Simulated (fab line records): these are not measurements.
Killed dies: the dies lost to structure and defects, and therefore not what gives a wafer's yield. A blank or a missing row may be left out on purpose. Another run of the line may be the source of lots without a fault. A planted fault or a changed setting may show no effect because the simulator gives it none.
The tool behind it: which one? :: flow n5_finfet :: 24 wafers from 8 lots sampled at 7 of the route's 1938 steps

WHAT THE GAUGES READ, wafer by wafer
N5_STI_FIN_REVEAL_FIN_H_MEAS_10. Usual: trench_depth_nm 51.6 nm, standard deviation 0.75.
lot: L469
measured: day 3 06:32
on: ocd-02
trench_depth_nm (nm): 51.6 50.1 50.4
flag: 

lot: L472
measured: day 4 00:40
on: ocd-01
trench_depth_nm (nm): 51.2 51.3 52.2
flag: 

lot: L478
measured: day 5 18:36
on: ocd-01
trench_depth_nm (nm): 51.8 51.4 52.2
flag: 

lot: L479
measured: day 5 21:30
on: ocd-02
trench_depth_nm (nm): 53.2 52.3 52.2
flag: 

lot: L482
measured: day 6 15:32
on: ocd-02
trench_depth_nm (nm): 52.3 52.4 53.3
flag: 

lot: L483
measured: day 6 19:42
on: ocd-01
trench_depth_nm (nm): 51.4 51.9 52.5
flag: 

lot: L484
measured: day 7 01:33
on: ocd-01
trench_depth_nm (nm): 50.9 51.9 51.3
flag: 

lot: L487
measured: day 7 19:04
on: ocd-02
trench_depth_nm (nm): 51.9 52.4 52.7
flag: 

N5_DUMMY_GATE_CD_MEAS_50: target cd 14 nm. Usual: cd_nm 14.1 nm, standard deviation 0.35.
lot: L469
measured: day 3 16:04
on: cd_sem-03
cd_nm (nm): 13.6 13.9 14.2
flag: 

lot: L472
measured: day 4 10:35
on: cd_sem-02
cd_nm (nm): 14.2 14.0 13.9
flag: 

lot: L478
measured: day 6 05:38
on: cd_sem-03
cd_nm (nm): 18.2 13.7 18.0
flag: OFF

lot: L479
measured: day 6 06:44
on: cd_sem-01
cd_nm (nm): 13.5 14.4 14.0
flag: 

lot: L482
measured: day 7 00:42
on: cd_sem-03
cd_nm (nm): 18.4 18.2 14.1
flag: OFF

lot: L483
measured: day 7 04:46
on: cd_sem-03
cd_nm (nm): 14.4 14.5 13.8
flag: 

lot: L484
measured: day 7 10:58
on: cd_sem-01
cd_nm (nm): 14.3 14.4 14.3
flag: 

lot: L487
measured: day 8 04:26
on: cd_sem-03
cd_nm (nm): 13.3 14.1 14.3
flag: 

N5_DUMMY_GATE_CD_MEAS_24: target cd 15 nm. Usual: cd_nm 15.0 nm, standard deviation 0.32.
lot: L469
measured: day 3 16:43
on: cd_sem-01
cd_nm (nm): 14.6 15.2 15.0
flag: 

lot: L472
measured: day 4 11:05
on: cd_sem-01
cd_nm (nm): 15.0 15.1 15.1
flag: 

lot: L478
measured: day 6 06:08
on: cd_sem-01
cd_nm (nm): 18.8 15.1 19.0
flag: OFF

lot: L479
measured: day 6 07:14
on: cd_sem-01
cd_nm (nm): 14.6 15.1 14.6
flag: 

lot: L482
measured: day 7 01:12
on: cd_sem-01
cd_nm (nm): 19.7 19.5 16.1
flag: OFF

lot: L483
measured: day 7 05:15
on: cd_sem-03
cd_nm (nm): 15.3 15.0 14.7
flag: 

lot: L484
measured: day 7 11:28
on: cd_sem-02
cd_nm (nm): 14.9 15.3 14.5
flag: 

lot: L487
measured: day 8 04:56
on: cd_sem-03
cd_nm (nm): 15.0 15.0 14.7
flag: 

N5_BEOL_M4_RC_MEAS_101. Usual: DIBL_N 36.4 mV/V, standard deviation 1.6; DIBL_P 36.2 mV/V, standard deviation 1.8; IOFF_N 0.159 nA/um, standard deviation 0.029; IOFF_P 0.21 nA/um, standard deviation 0.034; ION_N 670 uA/um, standard deviation 12; ION_P 459 uA/um, standard deviation 8.2; SS_N 71.5 mV/dec, standard deviation 0.59; SS_P 73.2 mV/dec, standard deviation 0.54; VT_N 250 mV, standard deviation 3.3; VT_P -250 mV, standard deviation 3.7.
lot: L469
measured: day 9 17:08
on: prober-02
DIBL_N (mV/V): 38.1 39.7 37.4
DIBL_P (mV/V): 36.5 38.4 35.3
IOFF_N (nA/um): 0.204 0.260 0.191
IOFF_P (nA/um): 0.25 0.31 0.24
ION_N (uA/um): 697 698 683
ION_P (uA/um): 472 477 469
SS_N (mV/dec): 72.2 72.9 72.1
SS_P (mV/dec): 73.0 73.5 73.2
VT_N (mV): 248 243 247
VT_P (mV): -247 -241 -247
flag: 

lot: L472
measured: day 10 00:43
on: prober-01
DIBL_N (mV/V): 35.7 37.6 37.2
DIBL_P (mV/V): 36.0 38.7 38.2
IOFF_N (nA/um): 0.152 0.200 0.187
IOFF_P (nA/um): 0.24 0.28 0.27
ION_N (uA/um): 668 680 688
ION_P (uA/um): 469 470 472
SS_N (mV/dec): 71.6 71.9 72.0
SS_P (mV/dec): 73.0 73.7 74.3
VT_N (mV): 248 246 244
VT_P (mV): -247 -248 -246
flag: 

lot: L478
measured: day 12 09:03
on: prober-01
DIBL_N (mV/V): 36.7
DIBL_P (mV/V): 34.4
IOFF_N (nA/um): 0.149
IOFF_P (nA/um): 0.19
ION_N (uA/um): 656
ION_P (uA/um): 459
SS_N (mV/dec): 71.7
SS_P (mV/dec): 72.9
VT_N (mV): 253
VT_P (mV): -251
flag: 

lot: L479
measured: day 12 14:15
on: prober-02
DIBL_N (mV/V): 39.6 37.1 38.9
DIBL_P (mV/V): 38.4 35.3 36.7
IOFF_N (nA/um): 0.228 0.165 0.199
IOFF_P (nA/um): 0.24 0.20 0.22
ION_N (uA/um): 701 671 681
ION_P (uA/um): 467 455 456
SS_N (mV/dec): 72.1 71.9 71.9
SS_P (mV/dec): 73.0 73.3 73.1
VT_N (mV): 246 248 248
VT_P (mV): -248 -252 -251
flag: 

lot: L482
measured: day 13 00:29
on: prober-01
DIBL_N (mV/V): 33.8
DIBL_P (mV/V): 33.9
IOFF_N (nA/um): 0.137
IOFF_P (nA/um): 0.18
ION_N (uA/um): 670
ION_P (uA/um): 464
SS_N (mV/dec): 70.4
SS_P (mV/dec): 73.3
VT_N (mV): 250
VT_P (mV): -250
flag: 

lot: L483
measured: day 13 05:35
on: prober-01
DIBL_N (mV/V): 36.0 34.9 36.2
DIBL_P (mV/V): 35.5 33.7 38.1
IOFF_N (nA/um): 0.161 0.129 0.158
IOFF_P (nA/um): 0.20 0.17 0.23
ION_N (uA/um): 663 654 675
ION_P (uA/um): 454 449 464
SS_N (mV/dec): 71.7 71.8 72.1
SS_P (mV/dec): 72.9 72.5 73.4
VT_N (mV): 253 257 253
VT_P (mV): -254 -254 -251
flag: 

lot: L484
measured: day 13 02:19
on: prober-01
DIBL_N (mV/V): 38.3 35.2 37.8
DIBL_P (mV/V): 39.3 37.0 40.3
IOFF_N (nA/um): 0.193 0.148 0.189
IOFF_P (nA/um): 0.27 0.23 0.29
ION_N (uA/um): 676 677 679
ION_P (uA/um): 464 467 473
SS_N (mV/dec): 72.3 70.9 72.2
SS_P (mV/dec): 73.4 73.4 74.0
VT_N (mV): 247 249 245
VT_P (mV): -246 -246 -243
flag: 

lot: L487
measured: day 13 23:15
on: prober-02
DIBL_N (mV/V): 35.5 38.6 36.9
DIBL_P (mV/V): 34.9 39.7 37.1
IOFF_N (nA/um): 0.113 0.190 0.152
IOFF_P (nA/um): 0.14 0.20 0.16
ION_N (uA/um): 649 673 675
ION_P (uA/um): 443 453 455
SS_N (mV/dec): 71.2 72.2 71.9
SS_P (mV/dec): 72.3 73.7 72.9
VT_N (mV): 257 250 251
VT_P (mV): -262 -253 -258
flag: 

WHICH TOOL RAN EACH LOT (tool, then ch and the chambers of the sampled wafers, then the start)
lot: L469
N5_DUMMY_GATE_TRIM_49: rie_si-05 ch 2,3, day 3 15:55
N5_DUMMY_GATE_HM_OPEN_21: rie_diel-02 ch 2,3, day 3 16:20
N5_DUMMY_GATE_STRIP_48: rie_diel-04 ch 0,1,3, day 3 16:49

lot: L472
N5_DUMMY_GATE_TRIM_49: rie_si-05 ch 0,3, day 4 10:26
N5_DUMMY_GATE_HM_OPEN_21: rie_diel-02 ch 0,2, day 4 10:43
N5_DUMMY_GATE_STRIP_48: rie_diel-04 ch 0,2, day 4 11:10

lot: L478
N5_DUMMY_GATE_TRIM_49: rie_si-05 ch 1,2, day 6 05:29
N5_DUMMY_GATE_HM_OPEN_21: rie_diel-02 ch 0,2,3, day 6 05:47
N5_DUMMY_GATE_STRIP_48: rie_diel-05 ch 0,1,2, day 6 06:14

lot: L479
N5_DUMMY_GATE_TRIM_49: rie_si-02 ch 0,1, day 6 06:31
N5_DUMMY_GATE_HM_OPEN_21: rie_diel-02 ch 2,3, day 6 06:53
N5_DUMMY_GATE_STRIP_48: rie_diel-05 ch 1,3, day 6 07:28

lot: L482
N5_DUMMY_GATE_TRIM_49: rie_si-05 ch 1,3, day 7 00:33
N5_DUMMY_GATE_HM_OPEN_21: rie_diel-05 ch 0,1,3, day 7 00:50
N5_DUMMY_GATE_STRIP_48: rie_diel-02 ch 0,2,3, day 7 01:17

lot: L483
N5_DUMMY_GATE_TRIM_49: rie_si-04 ch 1,2,3, day 7 04:37
N5_DUMMY_GATE_HM_OPEN_21: rie_diel-02 ch 0,1,3, day 7 04:53
N5_DUMMY_GATE_STRIP_48: rie_diel-04 ch 1,2,3, day 7 05:21

lot: L484
N5_DUMMY_GATE_TRIM_49: rie_si-02 ch 0,1,3, day 7 10:49
N5_DUMMY_GATE_HM_OPEN_21: rie_diel-02 ch 1,2,3, day 7 11:06
N5_DUMMY_GATE_STRIP_48: rie_diel-04 ch 1,3, day 7 11:34

lot: L487
N5_DUMMY_GATE_TRIM_49: rie_si-02 ch 1,2, day 8 04:17
N5_DUMMY_GATE_HM_OPEN_21: rie_diel-02 ch 2,3, day 8 04:34
N5_DUMMY_GATE_STRIP_48: rie_diel-04 ch 0,3, day 8 05:01
- N5_DUMMY_GATE_TRIM_49: chemistry O2, time 29 s, target cd 14 nm.
- N5_DUMMY_GATE_HM_OPEN_21: chemistry CH3F/O2, target SiNx, target depth 120 nm, time 171.4 s.
- N5_DUMMY_GATE_STRIP_48: strips in N2/H2, time 20 s.

AS READ BY THE TOOLS THEMSELVES (means over the sampled wafers that have a number; for cases with no such wafer, the mark the record gives instead)
N5_DUMMY_GATE_TRIM_49. Usual: drypump_motor_current_A 5.8 A, standard deviation 0.41; oes_product_au 0.988 a.u., standard deviation 0.016; throttle_valve_pct 8.22 %, standard deviation 0.12.
lot: L469
tool: rie_si-05
drypump_motor_current_A (A): 5.6
oes_product_au (a.u.): 0.983
throttle_valve_pct (%): 8.28
flag: 

lot: L472
tool: rie_si-05
drypump_motor_current_A (A): 5.9
oes_product_au (a.u.): 1.004
throttle_valve_pct (%): 8.14
flag: 

lot: L478
tool: rie_si-05
drypump_motor_current_A (A): 5.9
oes_product_au (a.u.): 0.793
throttle_valve_pct (%): 8.26
flag: OFF

lot: L479
tool: rie_si-02
drypump_motor_current_A (A): 5.5
oes_product_au (a.u.): 1.000
throttle_valve_pct (%): 8.37
flag: 

lot: L482
tool: rie_si-05
drypump_motor_current_A (A): 6.2
oes_product_au (a.u.): 0.795
throttle_valve_pct (%): 8.15
flag: OFF

lot: L483
tool: rie_si-04
drypump_motor_current_A (A): 5.5
oes_product_au (a.u.): 0.987
throttle_valve_pct (%): 8.22
flag: 

lot: L484
tool: rie_si-02
drypump_motor_current_A (A): 5.8
oes_product_au (a.u.): 0.990
throttle_valve_pct (%): 8.31
flag: 

lot: L487
tool: rie_si-02
drypump_motor_current_A (A): 5.5
oes_product_au (a.u.): 0.998
throttle_valve_pct (%): 8.31
flag: 

N5_DUMMY_GATE_HM_OPEN_21. Usual: for drypump_motor_current_A, 5.6 A with a standard deviation of 0.41; for oes_ar_750_au, 0.80 a.u. with a standard deviation of 0.1; for oes_o_777_au, 0.80 a.u. with a standard deviation of 0.1; for oes_product_au, 0.81 a.u. with a standard deviation of 0.11; for rf_vpp_V, 301 V with a standard deviation of 4.1; for showerhead_plenum_p_Torr, 2.02 Torr with a standard deviation of 0.076; for throttle_valve_pct, 16.54 % with a standard deviation of 0.2.
lot: L469
tool: rie_diel-02
drypump_motor_current_A (A): 5.7
oes_ar_750_au (a.u.): 0.77
oes_o_777_au (a.u.): 0.78
oes_product_au (a.u.): 0.77
rf_vpp_V (V): 303
showerhead_plenum_p_Torr (Torr): 2.04
throttle_valve_pct (%): 16.63
flag: 

lot: L472
tool: rie_diel-02
drypump_motor_current_A (A): 5.7
oes_ar_750_au (a.u.): 0.81
oes_o_777_au (a.u.): 0.80
oes_product_au (a.u.): 0.80
rf_vpp_V (V): 305
showerhead_plenum_p_Torr (Torr): 2.06
throttle_valve_pct (%): 16.53
flag: 

lot: L478
tool: rie_diel-02
drypump_motor_current_A (A): 5.7
oes_ar_750_au (a.u.): 0.87
oes_o_777_au (a.u.): 0.87
oes_product_au (a.u.): 0.87
rf_vpp_V (V): 304
showerhead_plenum_p_Torr (Torr): 2.05
throttle_valve_pct (%): 16.44
flag: 

lot: L479
tool: rie_diel-02
drypump_motor_current_A (A): 5.8
oes_ar_750_au (a.u.): 0.92
oes_o_777_au (a.u.): 0.92
oes_product_au (a.u.): 0.93
rf_vpp_V (V): 304
showerhead_plenum_p_Torr (Torr): 2.08
throttle_valve_pct (%): 16.28
flag: 

lot: L482
tool: rie_diel-05
drypump_motor_current_A (A): 5.9
oes_ar_750_au (a.u.): 0.75
oes_o_777_au (a.u.): 0.74
oes_product_au (a.u.): 0.76
rf_vpp_V (V): 303
showerhead_plenum_p_Torr (Torr): 2.01
throttle_valve_pct (%): 16.49
flag: 

lot: L483
tool: rie_diel-02
drypump_motor_current_A (A): 5.5
oes_ar_750_au (a.u.): 0.89
oes_o_777_au (a.u.): 0.89
oes_product_au (a.u.): 0.90
rf_vpp_V (V): 302
showerhead_plenum_p_Torr (Torr): 2.00
throttle_valve_pct (%): 16.54
flag: 

lot: L484
tool: rie_diel-02
drypump_motor_current_A (A): 5.5
oes_ar_750_au (a.u.): 0.93
oes_o_777_au (a.u.): 0.93
oes_product_au (a.u.): 0.94
rf_vpp_V (V): 303
showerhead_plenum_p_Torr (Torr): 2.03
throttle_valve_pct (%): 16.38
flag: 

lot: L487
tool: rie_diel-02
drypump_motor_current_A (A): 5.8
oes_ar_750_au (a.u.): 0.90
oes_o_777_au (a.u.): 0.89
oes_product_au (a.u.): 0.90
rf_vpp_V (V): 304
showerhead_plenum_p_Torr (Torr): 2.08
throttle_valve_pct (%): 16.29
flag: 

N5_DUMMY_GATE_STRIP_48. Usual: drypump_motor_current_A 5.7 A, standard deviation 0.45; oes_product_au 0.80 a.u., standard deviation 0.099; rf_vpp_V 45.4 V, standard deviation 0.84; showerhead_plenum_p_Torr 3.39 Torr, standard deviation 0.13; throttle_valve_pct 12.33 %, standard deviation 0.23.
lot: L469
tool: rie_diel-04
drypump_motor_current_A (A): 5.4
oes_product_au (a.u.): 0.75
rf_vpp_V (V): 46.1
showerhead_plenum_p_Torr (Torr): 3.29
throttle_valve_pct (%): 12.39
flag: 

lot: L472
tool: rie_diel-04
drypump_motor_current_A (A): 5.3
oes_product_au (a.u.): 0.77
rf_vpp_V (V): 44.7
showerhead_plenum_p_Torr (Torr): 3.34
throttle_valve_pct (%): 12.39
flag: 

lot: L478
tool: rie_diel-05
drypump_motor_current_A (A): 5.7
oes_product_au (a.u.): 0.75
rf_vpp_V (V): 45.1
showerhead_plenum_p_Torr (Torr): 3.30
throttle_valve_pct (%): 12.42
flag: 

lot: L479
tool: rie_diel-05
drypump_motor_current_A (A): 6.2
oes_product_au (a.u.): 0.78
rf_vpp_V (V): 45.4
showerhead_plenum_p_Torr (Torr): 3.45
throttle_valve_pct (%): 12.36
flag: 

lot: L482
tool: rie_diel-02
drypump_motor_current_A (A): 5.7
oes_product_au (a.u.): 0.86
rf_vpp_V (V): 45.5
showerhead_plenum_p_Torr (Torr): 3.43
throttle_valve_pct (%): 12.24
flag: 

lot: L483
tool: rie_diel-04
drypump_motor_current_A (A): 5.9
oes_product_au (a.u.): 0.80
rf_vpp_V (V): 46.0
showerhead_plenum_p_Torr (Torr): 3.40
throttle_valve_pct (%): 12.36
flag: 

lot: L484
tool: rie_diel-04
drypump_motor_current_A (A): 5.5
oes_product_au (a.u.): 0.75
rf_vpp_V (V): 45.0
showerhead_plenum_p_Torr (Torr): 3.32
throttle_valve_pct (%): 12.40
flag: 

lot: L487
tool: rie_diel-04
drypump_motor_current_A (A): 5.3
oes_product_au (a.u.): 0.90
rf_vpp_V (V): 45.7
showerhead_plenum_p_Torr (Torr): 3.50
throttle_valve_pct (%): 12.09
flag: 

THE ANSWER, worked out from the rows above alone
Rule: lot off if the mean of its wafers having a number is beyond 3 standard deviations from the usual mean. Also off: a lot with no number at a reading for which 4 or more lots have one. Any other lot the step has rows for is counted as sound. The gauges are gone through in route order, then the tools' own readings, and for those a lot's mean is taken as printed above. The first step at which some lot is off is used, and at that step the reading that is off furthest; a lot without a number counts as furthest.
Off: L478, L482, at N5_DUMMY_GATE_CD_MEAS_50 (cd_nm).
A tool fits if, at a process step before that reading, it ran every lot that is off, and no sound lot after the first of them. The gauges at N5_DUMMY_GATE_CD_MEAS_50 aren't tried: what is off there is off at N5_DUMMY_GATE_CD_MEAS_24 too, on other tools, and a gauge's error can't cause that. One fits: rie_si-05 at N5_DUMMY_GATE_TRIM_49. A fault onset in the window from L472 (day 4 10:26, its last sound lot) to L478 (day 6 05:29, its first lot off) fits.
The tool's own readings at N5_DUMMY_GATE_TRIM_49 bear it out: on the lots that are off they differ by more than 5 times the standard deviation of the sound lots' means. oes_product_au reads 0.794 a.u. there against 0.994 a.u. on the sound lots.

WHAT WAS PUT IN BY THE SIMULATOR
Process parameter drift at N5_DUMMY_GATE_TRIM_49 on rie_si-05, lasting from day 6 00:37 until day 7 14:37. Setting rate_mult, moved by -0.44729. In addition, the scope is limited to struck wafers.
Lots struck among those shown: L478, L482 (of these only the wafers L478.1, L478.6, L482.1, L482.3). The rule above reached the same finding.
